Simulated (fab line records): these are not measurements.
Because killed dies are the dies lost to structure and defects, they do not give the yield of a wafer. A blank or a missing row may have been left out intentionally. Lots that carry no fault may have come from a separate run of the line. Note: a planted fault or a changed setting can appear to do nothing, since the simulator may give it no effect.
Which tool was responsible? / flow n5-finfet / 8 lots with 21 wafers sampled at 7 steps, on a route of 1938 steps

== WHAT EACH GAUGE READ, for each wafer ==
N5_BEOL_M0_CUTY_OVL_MEAS_58. Usual: M0_ABLK_OVL -0.1 nm, standard deviation 0.8.
lot=L884; measured=day 6 04:07; on=overlay-02; M0_ABLK_OVL (nm)=0.0 0.2 0.2; flag=
lot=L897; measured=day 9 16:52; on=overlay-01; M0_ABLK_OVL (nm)=-0.1 0.7 0.4; flag=
lot=L898; measured=day 9 20:18; on=overlay-01; M0_ABLK_OVL (nm)=0.0 -1.3 0.1; flag=
lot=L901; measured=day 10 11:55; on=overlay-02; M0_ABLK_OVL (nm)=-0.4 0.0; flag=
lot=L902; measured=day 11 06:03; on=overlay-02; M0_ABLK_OVL (nm)=0.9 0.5; flag=
lot=L903; measured=day 11 10:56; on=overlay-02; M0_ABLK_OVL (nm)=0.1 1.8 0.0; flag=
lot=L904; measured=day 11 13:43; on=overlay-01; M0_ABLK_OVL (nm)=-0.8 -1.3 -1.3; flag=
lot=L905; measured=day 11 20:32; on=overlay-02; M0_ABLK_OVL (nm)=0.5 0.1; flag=

N5_BEOL_M0_OCD_MEAS_108. Usual: trench-depth-nm at 32.6 nm, with a standard deviation of 0.74.
lot=L884; measured=day 7 03:31; on=ocd-01; trench-depth-nm (nm)=31.9 32.5 32.2; flag=
lot=L897; measured=day 9 18:17; on=ocd-02; trench-depth-nm (nm)=0.1 0 0.2; flag=OFF
lot=L898; measured=day 9 23:20; on=ocd-01; trench-depth-nm (nm)=0 0 0; flag=OFF
lot=L901; measured=day 11 01:26; on=ocd-01; trench-depth-nm (nm)=33.3 32.0; flag=
lot=L902; measured=day 11 10:29; on=ocd-01; trench-depth-nm (nm)=32.4 33.0; flag=
lot=L903; measured=day 11 13:10; on=ocd-02; trench-depth-nm (nm)=32.2 32.1 32.4; flag=
lot=L904; measured=day 11 18:14; on=ocd-01; trench-depth-nm (nm)=31.3 31.8 33.1; flag=
lot=L905; measured=day 11 22:22; on=ocd-01; trench-depth-nm (nm)=33.1 33.6; flag=

N5_BEOL_M4_RC_MEAS_101. Usual: DIBL_N 35.8 mV/V, standard deviation 1.6; DIBL_P 35.6 mV/V, standard deviation 2; IOFF_N 0.15 nA/um, standard deviation 0.031; IOFF_P 0.20 nA/um, standard deviation 0.033; ION_N 668 uA/um, standard deviation 12; ION_P 459 uA/um, standard deviation 6.8; SS_N 71.4 mV/dec, standard deviation 0.53; SS_P 73.1 mV/dec, standard deviation 0.63; VT_N 250 mV, standard deviation 3.5; VT_P -251 mV, standard deviation 3.
lot=L884; measured=day 16 11:36; on=prober-01; DIBL_N (mV/V)=35.1 35.5 35.7; DIBL_P (mV/V)=33.8 34.0 34.8; IOFF_N (nA/um)=0.14 0.16 0.15; IOFF_P (nA/um)=0.18 0.19 0.19; ION_N (uA/um)=665 670 668; ION_P (uA/um)=460 458 456; SS_N (mV/dec)=70.7 71.3 70.7; SS_P (mV/dec)=72.5 72.5 72.8; VT_N (mV)=251 248 248; VT_P (mV)=-252 -252 -250; flag=
lot=L901; measured=day 19 02:43; on=prober-01; DIBL_N (mV/V)=38.3 33.9; DIBL_P (mV/V)=38.7 33.4; IOFF_N (nA/um)=0.21 0.12; IOFF_P (nA/um)=0.26 0.17; ION_N (uA/um)=685 672; ION_P (uA/um)=470 462; SS_N (mV/dec)=71.5 70.7; SS_P (mV/dec)=73.5 72.6; VT_N (mV)=246 252; VT_P (mV)=-245 -253; flag=
lot=L902; measured=day 20 04:23; on=prober-01; DIBL_N (mV/V)=37.8 35.0; DIBL_P (mV/V)=36.4 33.0; IOFF_N (nA/um)=0.16 0.11; IOFF_P (nA/um)=0.20 0.16; ION_N (uA/um)=659 663; ION_P (uA/um)=456 457; SS_N (mV/dec)=72.2 71.0; SS_P (mV/dec)=74.3 72.4; VT_N (mV)=248 254; VT_P (mV)=-253 -254; flag=
lot=L903; measured=day 19 04:35; on=prober-01; DIBL_N (mV/V)=37.5 35.8 38.9; DIBL_P (mV/V)=36.4 35.5 38.6; IOFF_N (nA/um)=0.16 0.14 0.19; IOFF_P (nA/um)=0.21 0.20 0.24; ION_N (uA/um)=662 659 670; ION_P (uA/um)=455 462 460; SS_N (mV/dec)=71.3 70.8 71.8; SS_P (mV/dec)=73.1 73.3 73.6; VT_N (mV)=249 252 248; VT_P (mV)=-249 -251 -247; flag=
lot=L904; measured=day 20 05:26; on=prober-02; DIBL_N (mV/V)=35.9 35.6 33.5; DIBL_P (mV/V)=35.3 34.6 32.1; IOFF_N (nA/um)=0.15 0.13 0.10; IOFF_P (nA/um)=0.19 0.19 0.15; ION_N (uA/um)=686 659 648; ION_P (uA/um)=472 458 450; SS_N (mV/dec)=71.0 71.7 71.4; SS_P (mV/dec)=72.7 72.8 72.0; VT_N (mV)=247 251 256; VT_P (mV)=-250 -251 -255; flag=
lot=L905; measured=day 20 12:02; on=prober-01; DIBL_N (mV/V)=38.3 38.3; DIBL_P (mV/V)=39.7 39.2; IOFF_N (nA/um)=0.23 0.22; IOFF_P (nA/um)=0.28 0.27; ION_N (uA/um)=708 685; ION_P (uA/um)=480 465; SS_N (mV/dec)=71.9 71.4; SS_P (mV/dec)=73.8 74.4; VT_N (mV)=243 244; VT_P (mV)=-245 -244; flag=

== TOOL THAT RAN EACH LOT (tool first, then ch and the chambers of the sampled wafers, then the start) ==
lot=L884; N5_BEOL_M0_CUTY_ETCH_62=rie-diel-06 ch 0,1,3, day 6 04:12; N5_BEOL_M0_ETCH_138=rie-diel-06 ch 0,1,3, day 6 04:22; N5_BEOL_M0_ETCH_128=rie-diel-03 ch 2,3, day 7 03:22; N5_BEOL_M0_TRENCH_ETCH_107=rie-diel-03 ch 2,3, day 7 03:25
lot=L897; N5_BEOL_M0_CUTY_ETCH_62=rie-diel-06 ch 0,2, day 9 16:58; N5_BEOL_M0_ETCH_138=rie-diel-06 ch 0,2, day 9 17:08; N5_BEOL_M0_ETCH_128=rie-diel-02 ch 0,3, day 9 18:08; N5_BEOL_M0_TRENCH_ETCH_107=rie-diel-02 ch 0,3, day 9 18:10
lot=L898; N5_BEOL_M0_CUTY_ETCH_62=rie-diel-03 ch 1,2, day 9 20:23; N5_BEOL_M0_ETCH_138=rie-diel-03 ch 1,2, day 9 20:34; N5_BEOL_M0_ETCH_128=rie-diel-02 ch 0,1,2, day 9 23:11; N5_BEOL_M0_TRENCH_ETCH_107=rie-diel-02 ch 0,1,2, day 9 23:14
lot=L901; N5_BEOL_M0_CUTY_ETCH_62=rie-diel-03 ch 1,2, day 10 12:20; N5_BEOL_M0_ETCH_138=rie-diel-03 ch 1,2, day 10 12:30; N5_BEOL_M0_ETCH_128=rie-diel-03 ch 1,3, day 11 01:17; N5_BEOL_M0_TRENCH_ETCH_107=rie-diel-03 ch 1,3, day 11 01:20
lot=L902; N5_BEOL_M0_CUTY_ETCH_62=rie-diel-06 ch 0,2, day 11 06:19; N5_BEOL_M0_ETCH_138=rie-diel-06 ch 0,2, day 11 06:29; N5_BEOL_M0_ETCH_128=rie-diel-06 ch 0,2, day 11 10:20; N5_BEOL_M0_TRENCH_ETCH_107=rie-diel-06 ch 0,2, day 11 10:23
lot=L903; N5_BEOL_M0_CUTY_ETCH_62=rie-diel-03 ch 0,3, day 11 11:22; N5_BEOL_M0_ETCH_138=rie-diel-03 ch 0,3, day 11 11:32; N5_BEOL_M0_ETCH_128=rie-diel-06 ch 1,2,3, day 11 13:01; N5_BEOL_M0_TRENCH_ETCH_107=rie-diel-06 ch 1,2,3, day 11 13:04
lot=L904; N5_BEOL_M0_CUTY_ETCH_62=rie-diel-03 ch 1,3, day 11 14:05; N5_BEOL_M0_ETCH_138=rie-diel-03 ch 1,3, day 11 14:15; N5_BEOL_M0_ETCH_128=rie-diel-02 ch 0,1,3, day 11 18:05; N5_BEOL_M0_TRENCH_ETCH_107=rie-diel-02 ch 0,1,3, day 11 18:08
lot=L905; N5_BEOL_M0_CUTY_ETCH_62=rie-diel-03 ch 1,2, day 11 20:38; N5_BEOL_M0_ETCH_138=rie-diel-03 ch 1,2, day 11 20:48; N5_BEOL_M0_ETCH_128=rie-diel-03 ch 0,1, day 11 22:13; N5_BEOL_M0_TRENCH_ETCH_107=rie-diel-03 ch 0,1, day 11 22:16
- N5_BEOL_M0_CUTY_ETCH_62: etches SiARC in CF4, time 58.5 s.
- N5_BEOL_M0_ETCH_138: etches SiCN in CH3F/O2, target depth 12 nm, time 31.6 s.
- N5_BEOL_M0_ETCH_128: etches SiCN in CF4/N2, target depth 12 nm, overetch 5.1 nm, time 21.4 s.
- N5_BEOL_M0_TRENCH_ETCH_107: etches SiOC in C4F6/O2, target depth 32.8 nm, time 16.4 s.

== WHAT THE TOOLS THEMSELVES READ (means of the sampled wafers that have a number; where no wafer has one, the mark that the record gives instead) ==
N5_BEOL_M0_CUTY_ETCH_62. Usual: bias-w 35.99 W, standard deviation 0.1; cf4-flow-sccm 99.95 sccm, standard deviation 0.28; drypump-motor-current-A 5.7 A, standard deviation 0.42; etch-rf-on-time-s 58.7 s, standard deviation 1.5; oes-product-au 0.66 a.u., standard deviation 0.078; rf-vpp-V 183.9 V, standard deviation 1.3; showerhead-plenum-p-Torr 2.13 Torr, standard deviation 0.076; throttle-valve-pct 15.67 %, standard deviation 0.22.
lot=L884; tool=rie-diel-06; bias-w (W)=35.87; cf4-flow-sccm (sccm)=99.72; drypump-motor-current-A (A)=5.7; etch-rf-on-time-s (s)=58.7; oes-product-au (a.u.)=0.62; rf-vpp-V (V)=183.6; showerhead-plenum-p-Torr (Torr)=2.11; throttle-valve-pct (%)=15.79; flag=
lot=L897; tool=rie-diel-06; bias-w (W)=35.92; cf4-flow-sccm (sccm)=100.23; drypump-motor-current-A (A)=5.1; etch-rf-on-time-s (s)=58.0; oes-product-au (a.u.)=0.75; rf-vpp-V (V)=184.6; showerhead-plenum-p-Torr (Torr)=2.17; throttle-valve-pct (%)=15.53; flag=
lot=L898; tool=rie-diel-03; bias-w (W)=36.04; cf4-flow-sccm (sccm)=99.87; drypump-motor-current-A (A)=5.6; etch-rf-on-time-s (s)=58.3; oes-product-au (a.u.)=0.64; rf-vpp-V (V)=184.9; showerhead-plenum-p-Torr (Torr)=2.16; throttle-valve-pct (%)=15.49; flag=
lot=L901; tool=rie-diel-03; bias-w (W)=35.98; cf4-flow-sccm (sccm)=100.01; drypump-motor-current-A (A)=5.7; etch-rf-on-time-s (s)=58.0; oes-product-au (a.u.)=0.62; rf-vpp-V (V)=183.9; showerhead-plenum-p-Torr (Torr)=2.13; throttle-valve-pct (%)=15.53; flag=
lot=L902; tool=rie-diel-06; bias-w (W)=36.02; cf4-flow-sccm (sccm)=99.90; drypump-motor-current-A (A)=5.1; etch-rf-on-time-s (s)=58.3; oes-product-au (a.u.)=0.70; rf-vpp-V (V)=184.1; showerhead-plenum-p-Torr (Torr)=2.16; throttle-valve-pct (%)=15.70; flag=
lot=L903; tool=rie-diel-03; bias-w (W)=35.93; cf4-flow-sccm (sccm)=100.13; drypump-motor-current-A (A)=6.1; etch-rf-on-time-s (s)=59.6; oes-product-au (a.u.)=0.60; rf-vpp-V (V)=183.3; showerhead-plenum-p-Torr (Torr)=2.10; throttle-valve-pct (%)=15.86; flag=
lot=L904; tool=rie-diel-03; bias-w (W)=35.90; cf4-flow-sccm (sccm)=100.21; drypump-motor-current-A (A)=5.8; etch-rf-on-time-s (s)=57.0; oes-product-au (a.u.)=0.61; rf-vpp-V (V)=182.6; showerhead-plenum-p-Torr (Torr)=2.10; throttle-valve-pct (%)=15.75; flag=
lot=L905; tool=rie-diel-03; bias-w (W)=35.91; cf4-flow-sccm (sccm)=99.83; drypump-motor-current-A (A)=5.7; etch-rf-on-time-s (s)=57.9; oes-product-au (a.u.)=0.62; rf-vpp-V (V)=185.1; showerhead-plenum-p-Torr (Torr)=2.13; throttle-valve-pct (%)=15.54; flag=

N5_BEOL_M0_ETCH_138. Usual: CH3F_flow_sccm 30.00 sccm, standard deviation 0.096; O2_flow_sccm 20.00 sccm, standard deviation 0.059; drypump-motor-current-A 5.7 A, standard deviation 0.42; etch-rf-on-time-s 29.2 s, standard deviation 0.93; oes-product-au 0.66 a.u., standard deviation 0.08; rf-vpp-V 297.0 V, standard deviation 1.8; showerhead-plenum-p-Torr 1.98 Torr, standard deviation 0.075; throttle-valve-pct 16.36 %, standard deviation 0.2.
lot=L884; tool=rie-diel-06; CH3F_flow_sccm (sccm)=30.03; O2_flow_sccm (sccm)=19.99; drypump-motor-current-A (A)=5.7; etch-rf-on-time-s (s)=29.7; oes-product-au (a.u.)=0.62; rf-vpp-V (V)=296.3; showerhead-plenum-p-Torr (Torr)=1.97; throttle-valve-pct (%)=16.51; flag=
lot=L897; tool=rie-diel-06; CH3F_flow_sccm (sccm)=-; O2_flow_sccm (sccm)=-; drypump-motor-current-A (A)=-; etch-rf-on-time-s (s)=-; oes-product-au (a.u.)=-; rf-vpp-V (V)=-; showerhead-plenum-p-Torr (Torr)=-; throttle-valve-pct (%)=-; flag=OFF
lot=L898; tool=rie-diel-03; CH3F_flow_sccm (sccm)=-; O2_flow_sccm (sccm)=-; drypump-motor-current-A (A)=-; etch-rf-on-time-s (s)=-; oes-product-au (a.u.)=-; rf-vpp-V (V)=-; showerhead-plenum-p-Torr (Torr)=-; throttle-valve-pct (%)=-; flag=OFF
lot=L901; tool=rie-diel-03; CH3F_flow_sccm (sccm)=30.02; O2_flow_sccm (sccm)=19.91; drypump-motor-current-A (A)=5.7; etch-rf-on-time-s (s)=29.5; oes-product-au (a.u.)=0.62; rf-vpp-V (V)=296.9; showerhead-plenum-p-Torr (Torr)=1.99; throttle-valve-pct (%)=16.21; flag=
lot=L902; tool=rie-diel-06; CH3F_flow_sccm (sccm)=30.04; O2_flow_sccm (sccm)=20.02; drypump-motor-current-A (A)=5.0; etch-rf-on-time-s (s)=29.6; oes-product-au (a.u.)=0.70; rf-vpp-V (V)=297.6; showerhead-plenum-p-Torr (Torr)=2.01; throttle-valve-pct (%)=16.37; flag=
lot=L903; tool=rie-diel-03; CH3F_flow_sccm (sccm)=30.02; O2_flow_sccm (sccm)=19.98; drypump-motor-current-A (A)=6.1; etch-rf-on-time-s (s)=30.7; oes-product-au (a.u.)=0.60; rf-vpp-V (V)=296.4; showerhead-plenum-p-Torr (Torr)=1.95; throttle-valve-pct (%)=16.52; flag=
lot=L904; tool=rie-diel-03; CH3F_flow_sccm (sccm)=29.91; O2_flow_sccm (sccm)=19.98; drypump-motor-current-A (A)=5.8; etch-rf-on-time-s (s)=30.0; oes-product-au (a.u.)=0.60; rf-vpp-V (V)=296.1; showerhead-plenum-p-Torr (Torr)=1.95; throttle-valve-pct (%)=16.40; flag=
lot=L905; tool=rie-diel-03; CH3F_flow_sccm (sccm)=30.02; O2_flow_sccm (sccm)=20.01; drypump-motor-current-A (A)=5.7; etch-rf-on-time-s (s)=29.3; oes-product-au (a.u.)=0.62; rf-vpp-V (V)=296.3; showerhead-plenum-p-Torr (Torr)=1.98; throttle-valve-pct (%)=16.23; flag=

N5_BEOL_M0_ETCH_128. Usual: bias-w 70.00 W, standard deviation 0.21; cf4-flow-sccm 60.02 sccm, standard deviation 0.18; drypump-motor-current-A 5.8 A, standard deviation 0.44; oes-product-au 0.54 a.u., standard deviation 0.058; rf-vpp-V 381.9 V, standard deviation 2.4; showerhead-plenum-p-Torr 2.19 Torr, standard deviation 0.083; throttle-valve-pct 15.46 %, standard deviation 0.23.
lot=L884; tool=rie-diel-03; bias-w (W)=69.93; cf4-flow-sccm (sccm)=60.19; drypump-motor-current-A (A)=6.0; oes-product-au (a.u.)=0.50; rf-vpp-V (V)=379.8; showerhead-plenum-p-Torr (Torr)=2.11; throttle-valve-pct (%)=15.49; flag=
lot=L897; tool=rie-diel-02; bias-w (W)=70.01; cf4-flow-sccm (sccm)=60.04; drypump-motor-current-A (A)=5.6; oes-product-au (a.u.)=0.33; rf-vpp-V (V)=383.7; showerhead-plenum-p-Torr (Torr)=2.25; throttle-valve-pct (%)=15.31; flag=OFF
lot=L898; tool=rie-diel-02; bias-w (W)=70.04; cf4-flow-sccm (sccm)=59.99; drypump-motor-current-A (A)=6.1; oes-product-au (a.u.)=0.33; rf-vpp-V (V)=384.1; showerhead-plenum-p-Torr (Torr)=2.28; throttle-valve-pct (%)=15.29; flag=OFF
lot=L901; tool=rie-diel-03; bias-w (W)=69.88; cf4-flow-sccm (sccm)=59.95; drypump-motor-current-A (A)=5.7; oes-product-au (a.u.)=0.49; rf-vpp-V (V)=381.2; showerhead-plenum-p-Torr (Torr)=2.19; throttle-valve-pct (%)=15.47; flag=
lot=L902; tool=rie-diel-06; bias-w (W)=69.93; cf4-flow-sccm (sccm)=60.14; drypump-motor-current-A (A)=5.0; oes-product-au (a.u.)=0.56; rf-vpp-V (V)=381.6; showerhead-plenum-p-Torr (Torr)=2.22; throttle-valve-pct (%)=15.50; flag=
lot=L903; tool=rie-diel-06; bias-w (W)=69.90; cf4-flow-sccm (sccm)=60.01; drypump-motor-current-A (A)=5.8; oes-product-au (a.u.)=0.55; rf-vpp-V (V)=379.9; showerhead-plenum-p-Torr (Torr)=2.13; throttle-valve-pct (%)=15.63; flag=
lot=L904; tool=rie-diel-02; bias-w (W)=70.11; cf4-flow-sccm (sccm)=60.07; drypump-motor-current-A (A)=6.0; oes-product-au (a.u.)=0.58; rf-vpp-V (V)=384.5; showerhead-plenum-p-Torr (Torr)=2.27; throttle-valve-pct (%)=15.30; flag=
lot=L905; tool=rie-diel-03; bias-w (W)=70.16; cf4-flow-sccm (sccm)=59.95; drypump-motor-current-A (A)=5.8; oes-product-au (a.u.)=0.51; rf-vpp-V (V)=382.7; showerhead-plenum-p-Torr (Torr)=2.23; throttle-valve-pct (%)=15.49; flag=

N5_BEOL_M0_TRENCH_ETCH_107. Usual: C4F6_flow_sccm 10.002 sccm, standard deviation 0.028; O2_flow_sccm 10.000 sccm, standard deviation 0.029; drypump-motor-current-A 5.8 A, standard deviation 0.44; oes-product-au 0.78 a.u., standard deviation 0.09; rf-vpp-V 669 V, standard deviation 17; showerhead-plenum-p-Torr 2.83 Torr, standard deviation 0.1; throttle-valve-pct 20.89 %, standard deviation 0.22.
lot=L884; tool=rie-diel-03; C4F6_flow_sccm (sccm)=10.007; O2_flow_sccm (sccm)=10.020; drypump-motor-current-A (A)=6.0; oes-product-au (a.u.)=0.72; rf-vpp-V (V)=649; showerhead-plenum-p-Torr (Torr)=2.72; throttle-valve-pct (%)=20.92; flag=
lot=L897; tool=rie-diel-02; C4F6_flow_sccm (sccm)=9.959; O2_flow_sccm (sccm)=10.006; drypump-motor-current-A (A)=5.6; oes-product-au (a.u.)=0.89; rf-vpp-V (V)=695; showerhead-plenum-p-Torr (Torr)=2.91; throttle-valve-pct (%)=20.86; flag=
lot=L898; tool=rie-diel-02; C4F6_flow_sccm (sccm)=10.003; O2_flow_sccm (sccm)=10.006; drypump-motor-current-A (A)=6.1; oes-product-au (a.u.)=0.87; rf-vpp-V (V)=685; showerhead-plenum-p-Torr (Torr)=2.93; throttle-valve-pct (%)=20.78; flag=
lot=L901; tool=rie-diel-03; C4F6_flow_sccm (sccm)=10.005; O2_flow_sccm (sccm)=10.008; drypump-motor-current-A (A)=5.7; oes-product-au (a.u.)=0.72; rf-vpp-V (V)=656; showerhead-plenum-p-Torr (Torr)=2.82; throttle-valve-pct (%)=20.82; flag=
lot=L902; tool=rie-diel-06; C4F6_flow_sccm (sccm)=9.962; O2_flow_sccm (sccm)=10.028; drypump-motor-current-A (A)=5.0; oes-product-au (a.u.)=0.81; rf-vpp-V (V)=669; showerhead-plenum-p-Torr (Torr)=2.86; throttle-valve-pct (%)=20.92; flag=
lot=L903; tool=rie-diel-06; C4F6_flow_sccm (sccm)=10.012; O2_flow_sccm (sccm)=10.011; drypump-motor-current-A (A)=5.7; oes-product-au (a.u.)=0.79; rf-vpp-V (V)=664; showerhead-plenum-p-Torr (Torr)=2.74; throttle-valve-pct (%)=21.08; flag=
lot=L904; tool=rie-diel-02; C4F6_flow_sccm (sccm)=10.021; O2_flow_sccm (sccm)=9.984; drypump-motor-current-A (A)=6.0; oes-product-au (a.u.)=0.82; rf-vpp-V (V)=691; showerhead-plenum-p-Torr (Torr)=2.93; throttle-valve-pct (%)=20.78; flag=
lot=L905; tool=rie-diel-03; C4F6_flow_sccm (sccm)=9.986; O2_flow_sccm (sccm)=10.011; drypump-motor-current-A (A)=5.8; oes-product-au (a.u.)=0.74; rf-vpp-V (V)=677; showerhead-plenum-p-Torr (Torr)=2.88; throttle-valve-pct (%)=20.83; flag=

== THE ANSWER, worked out from the rows above alone ==
Rule: a lot counts as off when the mean over its wafers that have a number is more than 3 standard deviations away from the usual mean. Also off: a lot with no number at a reading for which 4 or more lots have one. Where the step has rows for the other lots, those lots are counted as sound. First the gauges in route order, then the tools' own readings, where a lot's mean is used as printed above. The first step at which some lot is off is used, and at that step the reading that is off furthest; a lot without a number counts as furthest.
Off at N5_BEOL_M0_OCD_MEAS_108 (trench-depth-nm): L897, L898.
If a tool, at a process step before that reading, ran all the lots that are off and no sound lot after the first of them, it fits. The gauges at N5_BEOL_M0_OCD_MEAS_108 aren't tried: what is off there is off at N5_BEOL_M0_ETCH_138 too, on other tools, and a gauge's error can't cause that. Of those tried, none fits.

== WHAT THE SIMULATOR PUT IN ==
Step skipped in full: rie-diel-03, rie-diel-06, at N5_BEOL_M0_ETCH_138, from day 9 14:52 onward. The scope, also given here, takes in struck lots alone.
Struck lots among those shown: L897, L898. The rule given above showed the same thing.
